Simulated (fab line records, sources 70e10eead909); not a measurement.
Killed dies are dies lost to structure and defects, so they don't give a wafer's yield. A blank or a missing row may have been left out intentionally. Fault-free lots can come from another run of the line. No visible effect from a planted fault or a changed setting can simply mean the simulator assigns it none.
Struck lot and sound lot, side by side | flow nand-harc | 14 out of 1159 route steps
Sound: wafers L797.1, L797.4, L797.6. Wafers struck: L809.3, L809.5, L809.6. The cause comes at the end.
At each step with rows: each side's tool, then ch and its chambers, then its first start. Under that, the readings that differ: sound wafers | struck wafers | difference of the means | sigmas: that difference in standard deviations of wafers without a fault.
alike: readings with means less than 2 such deviations apart, plus words and numbers identical on both sides. not compared: withheld readings, readings lacking a value on some wafer, bounds such as >300 that could conceal the same value, and numbers that have no deviation in the record and whose values overlap.
The two part at a step that has a row with sigmas, a row that says differs or no value, or rows on one side only. Numbers that have no deviation but don't overlap get no sigmas and don't part them. A reading missing from all wafers of one side parts the sides only when that side holds two or more wafers.

NHARC_A_STAIRCASE_DEP_156: deposits SiNx, target thk 50 nm.
  sound on pecvd-02 ch 0,1, day 10 11:37; struck on pecvd-02 ch 1,2, day 13 21:38
  alike: heater-power-w
then, 9 steps without rows for these wafers: NHARC_A_STAIRCASE_DEHYDRATE_158 (time 120 s); NHARC_A_STAIRCASE_HMDS_159 (time 30 s); NHARC_A_STAIRCASE_COAT_160; NHARC_A_STAIRCASE_SOFTBAKE_161 (time 170 s); NHARC_A_STAIRCASE_EBR_162; NHARC_A_STAIRCASE_EXPOSE_163 (exposes mask STAIR OPEN); NHARC_A_STAIRCASE_PEB_164 (peb time 130 s); NHARC_A_STAIRCASE_DEVELOP_165 (time 140 s); NHARC_A_STAIRCASE_HARDBAKE_167 (time 140 s).
NHARC_A_STAIRCASE_DESCUM_168: chemistry O2, time 3 s.
  sound on rie-diel-04 ch 0,2, day 10 12:36; struck on rie-diel-04 ch 0,1,2, day 13 22:35
  alike: drypump-motor-current-A, oes-product-au, rf-vpp-V, showerhead-plenum-p-Torr, throttle-valve-pct
  not compared: rf-hours-counter-h
NHARC_A_STAIRCASE_ETCH_169: etches the open film in CH3F/O2, target depth 50 nm, time 107.1 s.
  sound on rie-diel-04 ch 0,2, day 10 12:46; struck on rie-diel-04 ch 0,1,2, day 13 22:40
  reading          | sound             | struck            | difference | sigmas
  run-length-s (s) | 127.9 128.4 128.3 | 96.3 95.9 96.1    | -32.1      | -92
  time-s (s)       | 107.1 107.1 107.1 | 74.97 74.97 74.97 | -32.13     |
  alike: drypump-motor-current-A, oes-product-au, rf-vpp-V, showerhead-plenum-p-Torr, throttle-valve-pct
  not compared: rf-hours-counter-h
NHARC_A_STAIRCASE_ETCH_170: etches the open film in C4F6/O2, target depth 200 nm, time 66.667 s.
  sound on rie-diel-04 ch 0,1; struck on rie-diel-04 ch 0,1,3
  alike: c4f6-flow-sccm, drypump-motor-current-A, oes-product-au, rf-vpp-V, run-length-s, showerhead-plenum-p-Torr, throttle-valve-pct, time-s
  not compared: rf-hours-counter-h
-- break in the record here, with 8 days between the starts of the struck wafers on either side (left off in module A_STAIRCASE, picked up again in module END, where the first step shown is number 1159 on the route) --
NHARC_END_SORT_01:
  only the struck wafers appear in the record here, on prober-02 ch 0 at day 22 01:47; the sound ones have no rows

WHERE THEY PART
At NHARC_A_STAIRCASE_ETCH_169 first; at NHARC_END_SORT_01 last (within this record only).

WHY: the cause the simulator had injected
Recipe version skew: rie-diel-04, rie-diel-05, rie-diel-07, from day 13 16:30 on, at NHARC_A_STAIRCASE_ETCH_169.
